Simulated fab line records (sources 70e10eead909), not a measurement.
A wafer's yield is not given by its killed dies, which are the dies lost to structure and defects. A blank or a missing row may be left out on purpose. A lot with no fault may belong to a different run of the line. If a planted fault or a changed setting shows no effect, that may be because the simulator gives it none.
fab line records -- flow nandHarc -- part 2 of 2: steps 29 to 44 of 44
[record] lots = 5, wafers = 15, lastDay = 24
route steps=1159 shown A_BLC@990 A_M0@994 A_M1@1026
lots with no fault: from the same line, run without faults
startH: hours from the record's opening day to when the first of the lot's shown wafers began -- waitH: hours elapsed since this lot's preceding step -- " repeats the value in the row above -- L1.1+2: a single row standing in for several wafers -- - no value, or no start was given -- * or withheld: withheld -- < > ~ a bound
route shown NAME@n: names a module that has steps shown in the file, with the first one's number in the route -- usual: average and standard deviation across the fault-free wafers -- same: alike in all rows -- chamber/n: place in a boat -- sites: per-site readings -- _std_site: the standard deviation of these -- _edge_site: mean of outer sites minus mean of inner sites -- radiusMm: how far each site lies from the wafer's centre -- mask NAME#n: copy n -- behind: tool/chamber where the wafer was last shaped -- hold: the reason the lot was held/the length of the hold in hours/how it ended -- device: names the non-switching transistor (n, p or np) -- end of line: the same wafers' tests at the end of the route -- for a step that has no rows: nothing shown but its recipe -- killed: count of dies lost to structure and defects at first sort (not the wafer's yield) -- map: per-die view of a wafer (x killed, . not killed, _ where there is no die)
set.NAME: the run value of the setting; set.NAME@STEP: its run value at that earlier step -- model.NAME: the simulator's own value behind a step, which no gauge read
a table for each step, a row for each wafer; lots at some steps of the route
services: a tool's chamber out of use, with start hour (startH, from the record's first day; less than 0 if before it), hours out, and reason
[[steps]]
[step NHARC_A_M0_CMP_23]
[recipe] tOverpolishS = 20, targetThkNm = 113.75
[usual] motorCurrentA = 12.4/1, retainingRingPressureFrac = 1.000/0.0049, timeToEndpointS = 30/3.2
lot.wafer,tool,chamber,startH,waitH,motorCurrentA,retainingRingPressureFrac,timeToEndpointS
L077.3,cmp-03,2,428.41,-,12.0,0.995,30
L077.4,cmp-03,0,428.41,-,12.2,1.000,25
L077.2,cmp-03,1,428.41,-,13.0,0.996,25
L084.4,cmp-03,0,461.15,-,12.3,0.999,25
L084.3,cmp-03,2,461.15,-,12.6,1.005,30
L084.6,cmp-03,0,461.15,-,11.7,0.996,26
L088.4,cmp-03,2,476.05,-,13.0,1.004,30
L088.1,cmp-03,3,476.05,-,11.6,0.994,28
L088.5,cmp-03,2,476.05,-,12.6,0.998,32
L094.2,cmp-04,3,523.07,-,11.5,1.000,28
L094.3,cmp-04,0,523.07,-,13.7,0.999,31
L094.1,cmp-04,2,523.07,-,11.9,1.000,25
L095.3,cmp-03,0,533.41,-,11.5,1.003,26
L095.5,cmp-03,1,533.41,-,13.0,1.005,26
L095.6,cmp-03,2,533.41,-,12.5,0.996,33
[step NHARC_A_M0_THK_MEAS_24]
[recipe] thkMeasGauge = xrf
[usual] thkNm = 114.1/1.7
lot.wafer,tool,chamber,startH,waitH,thkNm
L077.2,filmMetro-01,-,428.73,-,112.0
L077.3,filmMetro-01,-,428.73,-,115.4
L077.4,filmMetro-01,-,428.73,-,111.0
L084.3,filmMetro-02,-,461.44,-,115.2
L084.4,filmMetro-02,-,461.44,-,113.5
L084.6,filmMetro-02,-,461.44,-,114.4
L088.1,filmMetro-02,-,476.36,-,114.0
L088.4,filmMetro-02,-,476.36,-,116.2
L088.5,filmMetro-02,-,476.36,-,117.0
L094.1,filmMetro-01,-,523.38,-,113.7
L094.2,filmMetro-01,-,523.38,-,115.3
L094.3,filmMetro-01,-,523.38,-,114.3
L095.3,filmMetro-01,-,533.65,-,113.0
L095.5,filmMetro-01,-,533.65,-,111.6
L095.6,filmMetro-01,-,533.65,-,116.3
[step NHARC_A_M0_SRD_25]
lot.wafer,tool,chamber,startH,waitH
L077.3+4+2,wetBench-08,"5,0,1",428.77,0.0
L084.4+6+3,wetBench-10,"7,0,2",461.48,0.0
L088.5+1+4,wetBench-10,"0,2,4",476.40,0.0
L094.3+2+1,wetBench-08,"0,1,3",523.43,0.0
L095.3+6+5,wetBench-10,"4,5,7",533.69,0.0
[step NHARC_A_M0_INSPECT_27]
[usual] rawDefectCount = 428/94
lot.wafer,tool,chamber,startH,waitH,rawDefectCount
L077.2,defectInspect-02,-,428.88,0.0,329
L077.3,defectInspect-02,-,428.88,0.0,378
L077.4,defectInspect-02,-,428.88,0.0,547
L084.3,defectInspect-01,-,461.59,0.0,374
L084.4,defectInspect-01,-,461.59,0.0,420
L084.6,defectInspect-01,-,461.59,0.0,348
L088.1,defectInspect-02,-,476.52,0.0,474
L088.4,defectInspect-02,-,476.52,0.0,518
L088.5,defectInspect-02,-,476.52,0.0,586
L094.1,defectInspect-02,-,523.54,0.0,475
L094.2,defectInspect-02,-,523.54,0.0,438
L094.3,defectInspect-02,-,523.54,0.0,311
L095.3,defectInspect-02,-,533.83,0.0,339
L095.5,defectInspect-02,-,533.83,0.0,419
L095.6,defectInspect-02,-,533.83,0.0,407
[step NHARC_A_M0_PRE_CLEAN_31]
[recipe] timeS = 12, tempC = 370, rfPowerW = 300, gas = NH3
[usual] heaterPowerW = 641/69
lot.wafer,tool,chamber,startH,waitH,heaterPowerW
L077.2,pecvd-03,1,428.95,0.1,578
L077.3,pecvd-03,2,428.95,0.1,590
L077.4,pecvd-03,0,428.95,0.1,727
L084.3,pecvd-03,0,461.66,0.1,646
L084.6,pecvd-03,1,461.66,0.1,533
L084.4,pecvd-03,2,461.66,0.1,694
L088.1,pecvd-01,0,476.58,0.1,637
L088.4,pecvd-01,0,476.58,0.1,635
L088.5,pecvd-01,2,476.58,0.1,660
L094.2,pecvd-03,2,523.60,0.1,672
L094.1,pecvd-03,0,523.60,0.1,621
L094.3,pecvd-03,1,523.60,0.1,542
L095.3,pecvd-02,2,533.92,0.1,623
L095.5,pecvd-02,0,533.92,0.1,716
L095.6,pecvd-02,1,533.92,0.1,750
[step NHARC_A_M0_DEP_32]
[recipe] targetThkA = 300, tempC = 370, targetThkNm = 30, pressureTorr = 3, flowSccm = 200, rfW = 450, material = SiCN
[usual] heaterPowerW = 594/71
lot.wafer,tool,chamber,startH,waitH,heaterPowerW
L077.2,pecvd-03,1,429.03,0.1,540
L077.3,pecvd-03,2,429.03,0.1,675
L077.4,pecvd-03,0,429.03,0.1,607
L084.3,pecvd-03,0,461.74,0.1,640
L084.6,pecvd-03,1,461.74,0.1,515
L084.4,pecvd-03,2,461.74,0.1,664
L088.1,pecvd-01,0,476.66,0.1,570
L088.4,pecvd-01,0,476.66,0.1,588
L088.5,pecvd-01,2,476.66,0.1,626
L094.2,pecvd-03,2,523.68,0.1,589
L094.1,pecvd-03,0,523.68,0.1,593
L094.3,pecvd-03,1,523.68,0.1,529
L095.3,pecvd-02,2,534.06,0.1,504
L095.5,pecvd-02,0,534.06,0.1,619
L095.6,pecvd-02,1,534.06,0.1,732
[step NHARC_A_M1_DEP_00]
[recipe] targetThkA = 1825, targetThkNm = 182.5, tempC = withheld, pressureTorr = 5, flowSccm = 200, rfW = 600, material = SiOC
lot.wafer,tool,chamber,startH,waitH
L077.2+3+4,pecvd-03,"1,0,2",-,-
L084.3+6+4,pecvd-01,"1,1,2",462.20,-
L088.1+5+4,pecvd-02,"0,2,0",477.10,-
L094.2+1+3,pecvd-03,"2,0,1",-,-
L095.3+5+6,pecvd-03,"0,2,0",534.43,-
[step NHARC_A_M1_DEHYDRATE_01]
[recipe] tempC = 150, timeS = 120
lot.wafer,tool,chamber,startH,waitH
L077.2+3+4,lithoTrack-04,0,429.82,-
L084.3+4+6,lithoTrack-01,0,462.56,-
L088.1+4+5,lithoTrack-06,0,477.46,-
L094.1+2+3,lithoTrack-06,0,524.47,-
L095.3+5+6,lithoTrack-01,0,534.81,-
[step NHARC_A_M1_HMDS_02]
[recipe] timeS = 30
lot.wafer,tool,chamber,startH,waitH
L077.2+3+4,lithoTrack-04,0,-,-
L084.3+4+6,lithoTrack-01,0,-,-
L088.1+4+5,lithoTrack-06,0,-,-
L094.1+2+3,lithoTrack-06,0,-,-
L095.3+5+6,lithoTrack-01,0,-,-
[step NHARC_A_M1_COAT_34]
[recipe] tempC = 200, timeS = 65
lot.wafer,tool,chamber,startH,waitH
L077.2+3+4,lithoTrack-04,0,-,-
L084.3+4+6,lithoTrack-01,0,-,-
L088.1+4+5,lithoTrack-06,0,-,-
L094.1+2+3,lithoTrack-06,0,-,-
L095.3+5+6,lithoTrack-01,0,-,-
[step NHARC_A_M1_COAT_03]
[recipe] spinRpm = 1500, resistThkNm = 90
[usual] dispensePressureKPa = 50.6/1.1
lot.wafer,tool,chamber,startH,waitH,dispensePressureKPa
L077.2,lithoTrack-04,0,-,-,49.2
L077.3,lithoTrack-04,0,-,-,49.2
L077.4,lithoTrack-04,0,-,-,49.2
L084.3,lithoTrack-01,0,-,-,50.5
L084.4,lithoTrack-01,0,-,-,50.5
L084.6,lithoTrack-01,0,-,-,50.5
L088.1,lithoTrack-06,0,-,-,51.8
L088.4,lithoTrack-06,0,-,-,51.9
L088.5,lithoTrack-06,0,-,-,51.8
L094.1,lithoTrack-06,0,-,-,51.8
L094.2,lithoTrack-06,0,-,-,51.8
L094.3,lithoTrack-06,0,-,-,51.8
L095.3,lithoTrack-01,0,-,-,50.5
L095.5,lithoTrack-01,0,-,-,50.5
L095.6,lithoTrack-01,0,-,-,50.5
[step NHARC_A_M1_SOFTBAKE_04]
[recipe] tempC = 105, timeS = 55
lot.wafer,tool,chamber,startH,waitH
L077.2+3+4,lithoTrack-04,0,-,-
L084.3+4+6,lithoTrack-01,0,-,-
L088.1+4+5,lithoTrack-06,0,-,-
L094.1+2+3,lithoTrack-06,0,-,-
L095.3+5+6,lithoTrack-01,0,-,-
[step NHARC_A_M1_EBR_05]
lot.wafer,tool,chamber,startH,waitH
L077.2+3+4,lithoTrack-04,0,-,-
L084.3+4+6,lithoTrack-01,0,-,-
L088.1+4+5,lithoTrack-06,0,-,-
L094.1+2+3,lithoTrack-06,0,-,-
L095.3+5+6,lithoTrack-01,0,-,-
[step NHARC_A_M1_EXPOSE_06]
[recipe] na = 1.35, targetCdNm = 120, doseMj = 75.13, maskId = A_M1
lot.wafer,tool,chamber,startH,waitH,mask
L077.2+3+4,arfiScanner-03,0,430.12,-,A_M1#0
L084.3+4+6,arfiScanner-01,0,462.73,-,A_M1#0
L088.1+4+5,arfiScanner-03,0,477.75,-,A_M1#0
L094.1+2+3,arfiScanner-01,0,524.76,-,A_M1#0
L095.3+5+6,arfiScanner-03,0,535.11,-,A_M1#0
[step NHARC_A_M1_PEB_07]
[recipe] pebTempC = 100, pebTimeS = 65
lot.wafer,tool,chamber,startH,waitH
L077.2+3+4,lithoTrack-01,0,430.17,0.1
L084.3+4+6,lithoTrack-04,0,462.78,0.0
L088.1+4+5,lithoTrack-01,0,477.81,0.1
L094.1+2+3,lithoTrack-06,0,524.82,0.1
L095.3+5+6,lithoTrack-01,0,535.16,0.0
[step NHARC_A_M1_DEVELOP_08]
[recipe] developTimeS = 35, devTempC = 23
lot.wafer,tool,chamber,startH,waitH
L077.2+3+4,lithoTrack-01,0,-,-
L084.3+4+6,lithoTrack-04,0,-,-
L088.1+4+5,lithoTrack-01,0,-,-
L094.1+2+3,lithoTrack-06,0,-,-
L095.3+5+6,lithoTrack-01,0,-,-
[[services]]
tool,chamber,startH,hours,kind
cmp-03,-,414.55,3.9,repair
pecvd-01,-,418.40,13.0,pm
arfiScanner-02,-,428.00,4.0,pm
cmp-03,-,429.16,0.6,repair
lithoTrack-01,-,443.00,7.0,pm
ecdCu-01,-,448.16,8.0,pm
cmp-03,-,450.00,4.0,pm
rieDiel-03,3,459.04,17.8,repair
lithoTrack-06,-,467.00,7.0,pm
cmp-03,-,468.35,0.7,repair
arfiScanner-02,-,472.01,0.4,repair
pecvd-03,-,473.23,13.0,pm
arfiScanner-02,-,482.12,1.4,repair
arfiScanner-02,-,484.18,2.4,repair
pecvd-02,0,486.94,3.9,repair
lithoTrack-04,-,491.00,7.0,pm
rieDiel-12,0,509.19,1.3,repair
cmp-03,-,514.12,0.9,repair
rieDiel-05,1,514.45,22.9,repair
pecvd-02,-,515.20,13.0,pm
rieDiel-05,-,518.25,9.0,pm
rieDiel-03,-,523.00,0.3,repair
cmp-03,-,523.79,0.6,repair
rieDiel-05,2,528.18,3.5,repair
